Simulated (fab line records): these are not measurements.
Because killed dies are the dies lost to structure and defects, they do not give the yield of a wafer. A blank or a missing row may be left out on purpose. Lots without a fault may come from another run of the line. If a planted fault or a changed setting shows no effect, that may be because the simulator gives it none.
Matching of chambers -- flow n5_finfet -- N5_BEOL_M2_DESCUM_33 on rie_diel-05: 4 sister chambers
The step chemistry O2, time 7 s. 4 wafers are shown with their chamber, then 9 later ones without.

== WAFERS, EACH WITH ITS CHAMBER ==
wafer,chamber,drypump_motor_current_A (A)
L083.2,3,6.3
L084.2,2,5.7
L085.3,0,4.7
L085.6,1,5.6

== WAFERS WHOSE CHAMBER IS MISSING ==
wafer,drypump_motor_current_A (A)
L087.1,6.3
L087.2,4.7
L087.5,6.3
L088.3,4.7
L088.4,6.3
L088.5,6.3
L092.1,5.7
L092.2,6.3
L092.5,5.5

== THE CHAMBER EACH PASSED THROUGH ==
wafer,from the rows above,in truth
L087.1,3,3
L087.2,0,0
L087.5,3,3
L088.3,0,0
L088.4,3,3
L088.5,3,3
L092.1,2,2
L092.2,3,3
L092.5,1,1
Correctly placed: 9 of 9. Number that these rows cannot place: 0. Placed wrongly: 0.
How it was worked out, from the rows above alone: a wafer's distance from a chamber is the root of the sum, over the readings, of the square of ((its reading less the chamber's mean) divided by the reading's scatter). If the next closest chamber is less than 2 further off than the closest, the wafer can't be placed; otherwise it belongs to the closest. Each chamber's mean is taken over the wafers shown for it. The scatter: root of mean squared gap, hidden wafer to nearest shown wafer, with one shown wafer a chamber.
